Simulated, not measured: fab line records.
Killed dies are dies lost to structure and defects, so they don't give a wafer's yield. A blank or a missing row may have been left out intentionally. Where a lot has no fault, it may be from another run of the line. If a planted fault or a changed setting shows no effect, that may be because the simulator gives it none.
fab line records | flow n5Finfet
record lots=4 wafers=12 lastDay=17
route steps=1938 shown BEOL_M0_SAQP@686 BEOL_M0_CUTY@701 BEOL_M0@715 BEOL_M4@1111 PASSIVATION@1936
lots that met no fault: from a run of the same line without faults
startH: hours from the record's opening day to when the first of the lot's shown wafers began | waitH: hours since the lot's step before | " repeats the value in the row above | L1.1+2: a row that stands for several wafers | - no value, or no start given | * or withheld: withheld | < > ~ a bound
route shown NAME@n: NAME is a module with steps in the file, n the number in the route of the first one | usual: mean and standard deviation over wafers with no fault | same: alike in all rows | chamber/n: place in a boat | sites: each site's reading | _std_site: their standard deviation | _edge_site: inner sites' mean taken away from outer sites' mean | radiusMm: for every site, how far away it sits from the centre of the wafer | mask NAME#n: copy n | behind: the tool/chamber that last shaped the wafer | hold: reason for holding the lot/hours on hold/outcome of the hold | device: the n, p or np transistor that did not switch | end of line: tests run on the same wafers once the route is complete | a step without rows: its recipe alone | killed: dies lost to structure and defects at the first sort, not the wafer's yield | map: dies across one wafer; x = killed, . = not, _ = none there
set.NAME: the run value of the setting; set.NAME@STEP: its run value at that earlier step | model.NAME: the simulator's own value behind a step, which no gauge read
certain route steps with their lots: each step a table, each wafer a row
services: when a tool's chamber went out of use (startH, in hours from the record's first day, below 0 if earlier), for how many hours, and the reason
## steps
# step N5_BEOL_M0_SAQP_EXPOSE_37
# recipe maskId=M0_CUT1 na=0.33 sourceShape=annular sigmaInner=0.35 sigmaOuter=0.8 polarization=unpolarized targetCdNm=30 doseMj=44.75
# step N5_BEOL_M0_SAQP_PEB_38
# recipe pebTempC=100 pebTimeS=60 resist=CAR-EUV
# step N5_BEOL_M0_SAQP_DEVELOP_39
# recipe developTimeS=30 developer=TMAH resist=CAR-EUV rinseLiquid=surfactantRinse dry=airSpin devTempC=23
# step N5_BEOL_M0_SAQP_DESCUM_45
# recipe chemistry=O2 timeS=7 sourcePowerW=50 biasPowerW=20 pressureMtorr=20 rfFrequencyHz=2.712e+07 tempC=40 resist=CAR-EUV o2FlowSccm=225
# step N5_BEOL_M0_SAQP_ETCH_88
# recipe chemistry=N2/H2 target=underlayer targetDepthA=65 timeS=5.2 ionEnergyEv=200 maskMaterial=CAR-EUV pressureMtorr=30 sourceW=840 biasW=150 n2FlowSccm=200 h2FlowSccm=200 ends=cleared
# step N5_BEOL_M0_SAQP_ETCH_73
# recipe chemistry=CF4 target=SiARC targetDepthA=195 maskMaterial=CAR-EUV timeS=32.5 ionEnergyEv=80 pressureMtorr=40 sourceW=545 biasW=36 Ar_flow_sccm=100 cf4FlowSccm=100 ends=cleared
# step N5_BEOL_M0_SAQP_CUT_ETCH_46
# recipe chemistry=N2/H2 target=SOC targetDepthA=1350 overetchA=270 tempC=40 timeS=202.5 ionEnergyEv=200 maskMaterial=SiARC pressureMtorr=30 sourceW=840 biasW=150 n2FlowSccm=200 h2FlowSccm=200
# step N5_BEOL_M0_SAQP_STRIP_74
# recipe chemistry=N2/H2 tempC=40 n2FlowSccm=200 h2FlowSccm=200 rfFrequencyHz=6e+07
# step N5_BEOL_M0_SAQP_STRIP_89
# recipe chemistry=N2/H2 tempC=40 n2FlowSccm=200 h2FlowSccm=200 rfFrequencyHz=6e+07
# step N5_BEOL_M0_SAQP_ALD_48
# recipe material=SiO2 targetThkA=200 tempC=100 aldPrecursorFamily=BDEAS aldCoReactant=O2-plasma pulseTimeS=1 coReactantPulseTimeS=1 purgeTimeS=2 coReactantPurgeTimeS=2 aldCycles=139 pressureTorr=2
# usual aldCycles=139/0 heaterPowerW=81/7 precursorPulseHeightRel=0.998/0.021
# same coReactantPulseTimeS=1
# columns lot.wafer tool chamber startH waitH aldCycles heaterPowerW precursorPulseHeightRel model.SiO2_of_BEOL_M0_SAQP_ALD_48.thkNm
L598.2 aldSin-03 3 151.58 0.0 139 81 1.001 20
L598.3 " 1 " " 72 86 1.001 10.2
L598.5 " 0 " " 72 88 0.976 10.4
L600.2 aldSin-03 3 162.46 0.2 139 82 0.973 19.8
L600.3 " 1 " " 72 85 1.013 10.2
L600.6 " 3 " " 72 83 0.988 10.4
L609.2 aldSin-04 3 218.26 0.0 139 73 1.001 20
L609.5 " 3 " " 139 74 0.998 20
L609.6 " 0 " " 139 77 0.991 20
L613.1 aldSin-03 2 238.10 0.0 139 80 1.014 19.8
L613.3 " 3 " " 139 81 1.031 20
L613.6 " 2 " " 139 85 0.979 20
# step N5_BEOL_M0_SAQP_ETCH_49
# recipe chemistry=CF4/O2 targetDepthA=370 target=SiO2 pressureMtorr=40 sourceW=535 biasW=49 Ar_flow_sccm=100 cf4FlowSccm=100 O2_flow_sccm=10 ionEnergyEv=100
# step N5_BEOL_M0_SAQP_STRIP_75
# recipe chemistry=CF4 resist=SiARC powerW=300 biasPowerW=75 pressureMtorr=50 cf4FlowSccm=150 rfFrequencyHz=6e+07
# step N5_BEOL_M0_CUTY_COAT_50
# recipe resist=SiARC tempC=220 timeS=60 spinRpm=1500 resistThkNm=15
# step N5_BEOL_M0_CUTY_COAT_51
# recipe resist=CAR-ArF-block spinRpm=1500 resistThkNm=150
# step N5_BEOL_M0_CUTY_EBR_52
# recipe solvent=PGMEA ebrWidthMm=1.5
# step N5_BEOL_M0_CUTY_SOFTBAKE_53
# recipe tempC=110 timeS=60 resist=CAR-ArF-block
# step N5_BEOL_M0_CUTY_EXPOSE_54
# recipe maskId=M0_ABLK na=1.35 sourceShape=conventional sigmaOuter=0.8 polarization=unpolarized doseMj=36
# step N5_BEOL_M0_CUTY_PEB_55
# recipe pebTempC=110 pebTimeS=60 resist=CAR-ArF-block
# step N5_BEOL_M0_CUTY_DEVELOP_56
# recipe developTimeS=30 developer=TMAH resist=CAR-ArF-block rinseLiquid=diw dry=airSpin devTempC=23
# step N5_BEOL_M0_CUTY_DESCUM_61
# recipe chemistry=O2 timeS=7.9 sourcePowerW=50 biasPowerW=20 pressureMtorr=20 rfFrequencyHz=2.712e+07 tempC=40 resist=CAR-ArF-block o2FlowSccm=225
# step N5_BEOL_M0_CUTY_ETCH_62
# recipe chemistry=CF4 target=SiARC maskMaterial=CAR-ArF-block timeS=58.5 ionEnergyEv=80 pressureMtorr=40 sourceW=545 biasW=36 Ar_flow_sccm=100 cf4FlowSccm=100 ends=cleared
# step N5_BEOL_M0_CUTY_ETCH_63
# recipe chemistry=N2/H2 target=SOC targetDepthA=827 overetchA=165 maskMaterial=SiARC tempC=40 ionEnergyEv=200 timeS=124 pressureMtorr=30 sourceW=840 biasW=150 n2FlowSccm=200 h2FlowSccm=200
# step N5_BEOL_M0_CUTY_STRIP_64
# recipe chemistry=N2/H2 tempC=40 n2FlowSccm=200 h2FlowSccm=200 rfFrequencyHz=6e+07
# step N5_BEOL_M0_ETCH_138
# recipe chemistry=CH3F/O2 targetDepthA=120 target=SiCN timeS=31.6 ionEnergyEv=120 pressureMtorr=30 sourceW=395 biasW=75 Ar_flow_sccm=150 CH3F_flow_sccm=30 O2_flow_sccm=20 ends=cleared
# step N5_BEOL_M0_HM_OPEN_105
# recipe chemistry=Cl2/BCl3 targetDepthA=120 target=TiN ionEnergyEv=150 pressureMtorr=10 icpW=1000 biasW=126 Cl2_flow_sccm=53.25 bcl3FlowSccm=21.75 Ar_flow_sccm=25
# step N5_BEOL_M0_STRIP_140
# recipe chemistry=CF4 resist=SiARC powerW=300 biasPowerW=75 pressureMtorr=50 cf4FlowSccm=150 rfFrequencyHz=6e+07
# usual drypumpMotorCurrentA=5.5/0.37 oesProductAu=0.77/0.079 powerW=299.9/0.88 rfVppV=271.0/1.9 showerheadPlenumPTorr=1.79/0.066 throttleValvePct=13.58/0.19
# columns lot.wafer tool chamber startH waitH drypumpMotorCurrentA oesProductAu powerW rfHoursCounterH rfVppV showerheadPlenumPTorr throttleValvePct model.SiO2_of_BEOL_M0_SAQP_ALD_48.thkNm
L598.2 rieDiel-04 1 154.19 0.3 5.3 0.70 300.6 210 274.0 1.84 13.80 10.4
L598.3 " 3 " " 5.6 0.70 298.9 184 267.8 1.72 13.67 6
L598.5 " 3 " " 5.6 0.70 299.7 - 269.0 1.72 13.65 6
L600.2 rieDiel-05 1 164.05 0.1 5.5 0.74 297.9 186 268.9 1.72 13.76 11.8
L600.3 " 2 " " 5.9 0.71 298.9 191 271.8 1.86 13.60 6
L600.6 " 0 " " 5.0 0.79 300.0 - 270.4 1.83 13.30 6.4
L609.2 rieDiel-05 3 221.33 0.4 5.7 0.85 299.4 32 273.9 1.90 13.36 11.2
L609.5 " 3 " " 5.7 0.86 298.9 - 271.3 1.90 13.38 11.4
L609.6 " 1 " " 5.5 0.72 301.0 - 268.4 1.72 13.76 11.2
L613.1 rieDiel-02 0 240.71 0.2 5.7 0.68 299.4 223 269.7 1.70 13.66 11.6
L613.3 " 2 " " 5.9 0.69 299.6 223 271.4 1.84 13.87 10.4
L613.6 " 3 " " 5.4 0.85 299.8 - 270.6 1.84 13.57 11.6
# step N5_BEOL_M0_STRIP_104
# recipe chemistry=N2/H2 powerW=450 tempC=40 pressureMtorr=20 rfFrequencyHz=6e+07 overashFraction=0.3 biasPowerW=7 h2Frac=0.5 n2FlowSccm=200 h2FlowSccm=200
# step N5_BEOL_M4_RC_MEAS_101
# usual DIBL_N=36.9/1.7 DIBL_P=36.7/2.1 IOFF_N=0.17/0.032 IOFF_P=0.22/0.036 ION_N=674/12 ION_P=461/7 SS_N=71.7/0.6 SS_P=73.4/0.67 VT_N=249/3.1 VT_P=-250/3.2
# columns lot.wafer tool chamber startH waitH DIBL_N[mV/V] DIBL_P[mV/V] IOFF_N[nA/um] IOFF_P[nA/um] ION_N[uA/um] ION_P[uA/um] SS_N[mV/dec] SS_P[mV/dec] VT_N[mV] VT_P[mV]
L598.2 prober-01 0 197.12 0.2 39.2 40.7 0.25 0.24 700 465 73.1 74.6 244 -252
L598.3 " 0 " " 36.3 36.8 0.16 0.19 663 442 71.9 73.2 252 -255
L598.5 " 0 " " 40.2 41.3 0.27 0.26 700 462 72.8 74.4 243 -250
L600.2 prober-01 0 212.40 0.2 37.4 34.8 0.16 0.19 681 459 71.8 73.3 248 -255
L600.3 " 0 " " 39.1 36.3 0.20 0.21 665 450 72.1 72.6 245 -253
L600.6 " 0 " " 39.6 37.8 0.21 0.24 694 464 71.9 73.6 245 -252
L609.2 prober-02 0 271.08 0.2 35.3 34.8 0.14 0.19 665 458 70.8 73.2 250 -250
L609.5 " 0 " " 36.7 36.5 0.16 0.22 675 468 71.8 73.4 249 -251
L609.6 " 0 " " 36.5 36.3 0.16 0.21 666 462 71.2 73.2 251 -251
L613.1 prober-02 0 293.04 0.0 33.9 32.4 0.11 0.16 653 450 71.3 72.7 255 -253
L613.3 " 0 " " 34.6 33.8 0.13 0.19 654 453 72.4 73.2 253 -251
L613.6 " 0 " " 34.1 33.3 0.13 0.17 659 451 70.8 72.8 255 -250
# step N5_PASSIVATION_PROBE_49
# usual defectLimitedYield=91.7/1.5 killed_at_M0_to_M3=32/9.6 killed_at_M4_up=13/5.3 killedAtContacts=12/6.8 killedAtFrontEnd=36/9.8 killedAtOther=4/3.1 killedDies=98/17 killedOnRim=13/4 killedOpen=65/13 killedShort=32/8.5 sort_bin_4_leakage=0.00/0.007 sort_bin_5_function=4.9/0.93 sort_bin_6_memory=3.2/0.67 sortNPass=1082/17 sortYieldPct=91.7/1.4
# same grossDies=1180 killedAtBackSide=0 sort_bin_8_speed[%]=0
# columns lot.wafer tool chamber startH waitH defectLimitedYield[%] killed_at_M0_to_M3 killed_at_M4_up killedAtContacts killedAtFrontEnd killedAtOther killedDies killedOnRim killedOpen killedShort sort_bin_4_leakage[%] sort_bin_5_function[%] sort_bin_6_memory[%] sortNPass sortYieldPct[%]
L598.2 prober-01 - 306.43 0.1 91.3 30 23 10 36 4 103 14 71 30 0 4.7 3.6 1077 91.3
L598.3 prober-01 - 306.48 0.1 91.6 26 15 19 33 6 99 13 73 25 0 5.5 2.4 1081 91.6
L598.5 prober-01 - 306.58 0.2 91.4 30 10 15 42 4 101 13 65 35 0.08 4.8 3.6 1078 91.4
L600.2 prober-02 - 309.93 0.1 88.5 44 12 39 40 1 136 18 102 33 0 7.2 4.2 1044 88.5
L600.3 prober-02 - 309.98 0.1 91.1 37 17 16 31 4 105 12 72 32 0 5.0 3.6 1075 91.1
L600.6 prober-02 - 310.13 0.3 90.6 32 20 21 35 3 111 6 78 33 0 6.1 3.1 1069 90.6
L609.2 prober-01 - 374.49 0.1 91.3 33 21 9 40 0 103 14 64 36 0 4.8 3.3 1077 91.3
L609.5 prober-01 - 374.64 0.2 89.2 61 10 10 44 2 127 15 71 47 0 5.6 4.3 1053 89.2
L609.6 prober-01 - 374.69 0.3 92.2 26 12 13 39 2 92 16 50 40 0 4.3 3.1 1088 92.2
L613.1 prober-01 - 398.41 0.0 91.0 29 14 10 50 3 106 16 77 27 0 5.6 3.0 1074 91.0
L613.3 prober-01 - 398.51 0.1 93.7 23 16 8 25 2 74 10 52 22 0 3.6 2.4 1106 93.7
L613.6 prober-01 - 398.66 0.3 93.8 17 13 5 24 14 73 7 41 31 0 3.6 2.4 1107 93.8
# killed by level:class
L598.2 BEOL_M4:geometricParticle:open=10 STI_FIN_REVEAL:geometricParticle:open=9 BEOL_M1:geometricParticle:open=8 BEOL_M3:geometricParticle:open=8 FIN_SAQP:geometricParticle:short=7 MOL_CONTACT_COAG:geometricParticle:open=7 BEOL_M0_SAQP:geometricParticle:open=6 DUMMY_GATE:geometricParticle:open=5
L598.3 MOL_CONTACT_COAG:geometricParticle:open=18 BEOL_M0_SAQP:geometricParticle:open=11 STI_FIN_REVEAL:geometricParticle:open=8 BEOL_M3:geometricParticle:open=7 BEOL_M4:geometricParticle:open=7 DUMMY_GATE:geometricParticle:open=6 FIN_SAQP:geometricParticle:open=5 FIN_SAQP:geometricParticle:short=5
L598.5 MOL_CONTACT_COAG:geometricParticle:open=14 FIN_SAQP:geometricParticle:short=11 BEOL_M0_SAQP:geometricParticle:open=9 BEOL_M0_SAQP:geometricParticle:short=8 FIN_SAQP:geometricParticle:open=7 GATE_CUT:geometricParticle:open=7 GATE_CUT:geometricParticle:short=6 BEOL_M1:geometricParticle:open=5
L600.2 MOL_CONTACT_COAG:geometricParticle:open=32 BEOL_M2:geometricParticle:open=12 BEOL_M0_SAQP:geometricParticle:open=10 FIN_SAQP:geometricParticle:short=9 BEOL_M0_SAQP:geometricParticle:short=8 FIN_SAQP:geometricParticle:open=7 STI_FIN_REVEAL:geometricParticle:open=7 MOL_CONTACT_COAG:geometricParticle:short=7
L600.3 MOL_CONTACT_COAG:geometricParticle:open=14 BEOL_M2:geometricParticle:open=11 BEOL_M0:geometricParticle:open=8 DUMMY_GATE:geometricParticle:open=7 BEOL_M0_SAQP:geometricParticle:short=7 STI_FIN_REVEAL:geometricParticle:open=5 BEOL_M3:geometricParticle:open=4 BEOL_M4:geometricParticle:open=4
L600.6 MOL_CONTACT_COAG:geometricParticle:open=17 STI_FIN_REVEAL:geometricParticle:open=16 BEOL_M4:geometricParticle:open=9 BEOL_M0_SAQP:geometricParticle:short=6 BEOL_M1:geometricParticle:open=6 STARTING-WAFER:geometricParticle:open=6 MOL_CONTACT_COAG:geometricParticle:short=4 BEOL_M2:geometricParticle:open=4
L609.2 BEOL_M4:geometricParticle:open=9 MOL_CONTACT_COAG:geometricParticle:open=8 STI_FIN_REVEAL:geometricParticle:open=7 BEOL_M0_SAQP:geometricParticle:short=7 BEOL_M3:geometricParticle:open=7 BEOL_M1:geometricParticle:open=6 ILD0:geometricParticle:open=5 BEOL_M0_SAQP:geometricParticle:open=5
L609.5 BEOL_M0_SAQP:geometricParticle:open=20 BEOL_M0_SAQP:geometricParticle:short=17 BEOL_M2:geometricParticle:open=8 FIN_SAQP:geometricParticle:short=6 STI_FIN_REVEAL:geometricParticle:open=6 GATE_CUT:geometricParticle:short=5 BEOL_M1:geometricParticle:open=5 HKMG_FIN:areaEtch=5
L609.6 FIN_SAQP:geometricParticle:open=11 MOL_CONTACT_COAG:geometricParticle:open=11 FIN_SAQP:geometricParticle:short=8 BEOL_M0_SAQP:geometricParticle:short=7 BEOL_M0:geometricParticle:short=6 STI_FIN_REVEAL:geometricParticle:open=5 BEOL_M0_SAQP:geometricParticle:open=4 BEOL_M4:geometricParticle:open=4
L613.1 STI_FIN_REVEAL:geometricParticle:open=10 MOL_CONTACT_COAG:geometricParticle:open=10 BEOL_M3:geometricParticle:open=9 FIN_SAQP:geometricParticle:open=8 FIN_SAQP:geometricParticle:short=7 DUMMY_GATE:geometricParticle:open=7 BEOL_M0_SAQP:geometricParticle:open=7 BEOL_M0_SAQP:geometricParticle:short=6
L613.3 BEOL_M4:geometricParticle:open=8 MOL_CONTACT_COAG:geometricParticle:open=6 BEOL_M1:geometricParticle:open=6 BEOL_M3:geometricParticle:open=6 BEOL_M0_SAQP:geometricParticle:open=5 FIN_SAQP:geometricParticle:open=4 FIN_SAQP:geometricParticle:short=3 GATE_CUT:geometricParticle:short=3
L613.6 PASS1_CAP:geometricParticle:short=8 BEOL_M3:geometricParticle:open=6 FIN_SAQP:geometricParticle:open=4 BEOL_M0_SAQP:geometricParticle:open=4 MOL_CONTACT_COAG:geometricParticle:open=4 PAD_METAL:geometricParticle:short=4 STARTING-WAFER:geometricParticle:open=4 FIN_SAQP:geometricParticle:short=3
## services
# columns tool chamber startH hours kind
rieDiel-04 3 144.48 1.3 repair
rieDiel-04 1 165.57 6.6 repair
rieDiel-02 1 169.13 2.1 repair
aldSin-04 - 177.36 14.0 pm
aldSin-04 0 177.36 14.0 ventCycle
aldSin-04 1 177.36 14.0 ventCycle
aldSin-04 2 177.36 14.0 ventCycle
aldSin-04 3 177.36 14.0 ventCycle
aldSin-04 0 191.36 - clean
aldSin-04 1 191.36 - clean
aldSin-04 2 191.36 - clean
aldSin-04 3 191.36 - clean
aldSin-04 - 203.79 6.0 pm
rieDiel-04 - 212.45 14.6 pm
rieDiel-05 0 213.96 11.5 repair
rieDiel-05 - 227.23 15.6 pm
## key
firstSign step=N5_BEOL_M0_SAQP_ALD_48 reading=aldCycles direction=down sigmas=99+ usual=* struck=*
effect none on later readings
modelEffect step=N5_BEOL_M0_SAQP_ALD_48 value=SiO2_of_BEOL_M0_SAQP_ALD_48.thkNm without=19.9 struck=10.3
modelEffect step=N5_BEOL_M0_STRIP_140 value=SiO2_of_BEOL_M0_SAQP_ALD_48.thkNm without=11.5 struck=6.1
metAt N5_BEOL_M0_SAQP_ALD_48
struckWafers L598.3,L598.5,L600.3,L600.6
fault kind=processParameterDrift tool=aldSin-03 chamber=- onsetH=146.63 steps=N5_BEOL_M0_SAQP_ALD_48 channel=aldCycles offset=* shape=step endH=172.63 scope=struckWafersOnly actsIn=* stated=*
